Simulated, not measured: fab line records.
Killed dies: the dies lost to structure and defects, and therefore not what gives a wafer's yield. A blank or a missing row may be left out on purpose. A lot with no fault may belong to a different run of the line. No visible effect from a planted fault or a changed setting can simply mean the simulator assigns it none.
Struck lot and sound lot, side by side | flow nandHarc | 13 steps out of a route of 1302
Sound: these wafers, L985.1, L985.2, L985.6. Struck: wafers L994.3, L994.6. (L994.5 of the same lot was not struck and is left out.) The cause comes at the end.
Per side, at each step with rows, come the tool, then ch with its chambers, and then its first start. Under that, the readings that differ: sound wafers | struck wafers | difference of the means | sigmas: that difference in standard deviations of wafers without a fault.
alike: words and numbers the same on both sides, and readings whose means are apart by under 2 such deviations; not compared: readings that were withheld, readings missing a value for some wafer, numbers with overlapping values and no deviation given by the record, and bounds like >300 which may hide the same value.
A row with sigmas, a row that says differs or no value, or rows on one side alone: a step with any of these is where the two part. Numbers that have no deviation but don't overlap get no sigmas and don't part them. A reading that every wafer of one side lacks parts them only if that side has two wafers or more.

first, 1 step without rows for these wafers: NHARC_A_SLIT_SRD_20.
NHARC_A_SLIT_CD_MEAS_21:
  sound on cdSem-02 at day 23 13:19; struck on cdSem-03 at day 27 18:12
  alike: cdNm
then, 3 steps without rows for these wafers: NHARC_A_SIN_REMOVE_WET_00 (chemistry H3PO4, time 15300 s); NHARC_A_SIN_REMOVE_PRECLEAN_01 (cleans in SC1); NHARC_A_SIN_REMOVE_SRD_02.
NHARC_A_SIN_REMOVE_INSPECT_04:
  sound on defectInspect-02 at day 23 19:56; struck on defectInspect-02 at day 28 00:49
  alike: rawDefectCount
NHARC_A_WL_FILL_ALD_00: deposits Al2O3, target thk 3 nm, pulse time 3 s, ald cycles 30.
  sound on aldHk-02 ch 1,2, day 23 20:00; struck on aldHk-03 ch 2,3, day 28 00:58
reading               | sound       | struck  | difference | sigmas
heaterPowerOuterW (W) | 276 326 329 | 233 251 | -68        | -3
  alike: heaterPowerW, precursorPulseHeightRel
NHARC_A_WL_FILL_RTA_01: time 5 s.
  sound on rtpAnneal-01 ch 0, day 23 20:16; struck on rtpAnneal-02 ch 0, day 28 01:11
reading          | sound                | struck        | difference | sigmas
lampPowerPct (%) | 32.7 32.6 32.7       | 34.5 34.5     | +1.8       | +2
wafer_temp_C_max | 1002.0 1003.1 1002.1 | 1006.5 1008.6 | +5.1       | +3
NHARC_A_WL_FILL_ALD_02: deposits TiN, target thk 2 nm, pulse time 3 s, ald cycles 100.
  sound on aldMetal-03 ch 2,3, day 23 20:29; struck on aldMetal-01 ch 1, day 28 01:24
  alike: heaterPowerOuterW, heaterPowerW, precursorPulseHeightRel
NHARC_A_WL_FILL_CVD_03: deposits W, target thk 40 nm, time 279 s.
  sound on cvdW-02 ch 0,1, day 23 20:55; struck on cvdW-02 ch 0,1, day 28 01:54
  alike: heaterPowerOuterW, heaterPowerW, mfcArSccm, throttleValvePct
NHARC_A_WL_FILL_ETCHBACK_04: etches the open film in NF3, target depth 60 nm, time 120 s.
  sound on rieMetal-03 ch 0,1, day 23 21:17; struck on rieMetal-01 ch 1, day 28 02:14
reading        | sound             | struck      | difference | sigmas
runLengthS (s) | 141.5 141.9 141.2 | 121.9 121.5 | -19.8      | -40
  alike: drypumpMotorCurrentA, oesProductAu
  not compared: rfHoursCounterH
NHARC_A_WL_FILL_ETCHBACK_05: etches the open film in Cl2/BCl3, target depth 22 nm, time 60 s.
  sound on rieMetal-03 ch 0,1, day 23 21:31; struck on rieMetal-01 ch 0,1, day 28 02:26
reading             | sound             | struck      | difference | sigmas
oesProductAu (a.u.) | 1.008 0.999 1.006 | 0.989 0.992 | -0.014     | -2
  alike: drypumpMotorCurrentA, runLengthS
  not compared: rfHoursCounterH
following that, these wafers have no rows for 1 step: NHARC_END_SORT_01.

WHERE THEY PART
Earliest at NHARC_A_WL_FILL_ALD_00; latest, in this record, at NHARC_A_WL_FILL_ETCHBACK_05.

WHY: what the simulator had put in
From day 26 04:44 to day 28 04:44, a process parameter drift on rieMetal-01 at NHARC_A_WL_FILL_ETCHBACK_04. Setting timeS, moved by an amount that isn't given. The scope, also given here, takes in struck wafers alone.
